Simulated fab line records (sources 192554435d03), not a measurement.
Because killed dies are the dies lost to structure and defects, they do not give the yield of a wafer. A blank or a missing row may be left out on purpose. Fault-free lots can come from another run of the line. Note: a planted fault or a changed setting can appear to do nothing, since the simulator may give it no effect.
A struck lot beside a sound one	flow n5_finfet	15 steps out of a route of 1938
Sound: wafers L493.1, L493.5, L493.6. Struck: wafer L504.5 (left out: L504.1, L504.4 of the same lot, which were not struck); the cause appears at the end.
For every step that has rows: the tool of each side, followed by ch and its chambers, followed by its first start. Under that, the readings that differ: sound wafers	struck wafers	difference of the means	sigmas: that difference in standard deviations of wafers without a fault.
alike: words and numbers the same on both sides, and readings whose means are apart by under 2 such deviations; not compared: readings that were withheld, readings missing a value for some wafer, numbers with overlapping values and no deviation given by the record, and bounds like >300 which may hide the same value.
A row with sigmas, a row that says differs or no value, or rows on one side alone: a step with any of these is where the two part. Numbers that don't overlap but have no deviation are shown without sigmas and don't part them. A reading missing from all wafers of one side parts the sides only when that side holds two or more wafers.

N5_BEOL_M11_HM_DEP_02: deposits TiN, target thk 20 nm.
  sound on pvd_sputter-02, day 10 02:00; struck on pvd_sputter-02, day 13 09:39
  alike: throttle_valve_pct
then, 8 steps without rows for these wafers: N5_BEOL_M11_COAT_59 (time 60 s, resist thk 100 nm); N5_BEOL_M11_COAT_60 (time 60 s, resist thk 30 nm); N5_BEOL_M11_COAT_05 (resist thk 90 nm); N5_BEOL_M11_EBR_07; N5_BEOL_M11_SOFTBAKE_06 (time 60 s); N5_BEOL_M11_EXPOSE_08 (exposes mask M11); N5_BEOL_M11_PEB_09 (peb time 60 s); N5_BEOL_M11_DEVELOP_10 (develop time 30 s).
N5_BEOL_M11_CD_MEAS_11: the cd target is 64.1 nm.
  sound on cd_sem-02 ch 0, day 10 02:29; struck on cd_sem-03 ch 0, day 13 10:08
  alike: cd_nm
N5_BEOL_M11_OVL_MEAS_12:
  sound on overlay-02 ch 0, day 10 02:32; struck on overlay-02 ch 0, day 13 10:10
reading	sound	struck	difference	sigmas
M11_OVL (nm)	-1.8 -0.4 -0.6	0.9	+1.8	+2
N5_BEOL_M11_INSPECT_13: inspects for defects (brightfield).
  sound on defect_inspect-01, day 10 02:33; struck on defect_inspect-01, day 13 10:12
  alike: raw_defect_count
N5_BEOL_M11_DESCUM_16: chemistry O2, time 7.9 s.
  sound on rie_diel-06 ch 0,1, day 10 02:39; struck on rie_diel-06 ch 1, day 13 10:14
reading	sound	struck	difference	sigmas
rf_vpp_V (V)	242.6 242.1 245.2	246.3	+3.0	+2
  alike: drypump_motor_current_A, oes_product_au, showerhead_plenum_p_Torr, throttle_valve_pct
  not compared: rf_hours_counter_h
N5_BEOL_M11_ETCH_61: etches SiARC in CF4, target depth 39 nm, time 65 s.
  sound on rie_diel-06 ch 0,1, day 10 02:41; struck on rie_diel-06 ch 1, day 13 10:16
reading	sound	struck	difference	sigmas
model.CAR-ArF_of_BEOL_M11_COAT_05.thk_nm (nm)	55.6 55.4 55.4	56	+1	
  alike: drypump_motor_current_A, etch_rf_on_time_s, oes_product_au, rf_vpp_V, showerhead_plenum_p_Torr, throttle_valve_pct
  not compared: rf_hours_counter_h
N5_BEOL_M11_ETCH_62: etches SOC in N2/H2, target depth 110 nm, overetch 22 nm, time 165 s.
  sound on rie_diel-06 ch 0,1, day 10 02:44; struck on rie_diel-06 ch 1, day 13 10:19
  alike: drypump_motor_current_A, oes_product_au, rf_vpp_V, showerhead_plenum_p_Torr, throttle_valve_pct
  not compared: rf_hours_counter_h

== WHERE THEY PART ==
Last at N5_BEOL_M11_DESCUM_16 as far as this record goes, first at N5_BEOL_M11_OVL_MEAS_12. Later steps at which nothing parts them and some readings are alike: N5_BEOL_M11_ETCH_61, N5_BEOL_M11_ETCH_62.

WHY: the cause the simulator had injected
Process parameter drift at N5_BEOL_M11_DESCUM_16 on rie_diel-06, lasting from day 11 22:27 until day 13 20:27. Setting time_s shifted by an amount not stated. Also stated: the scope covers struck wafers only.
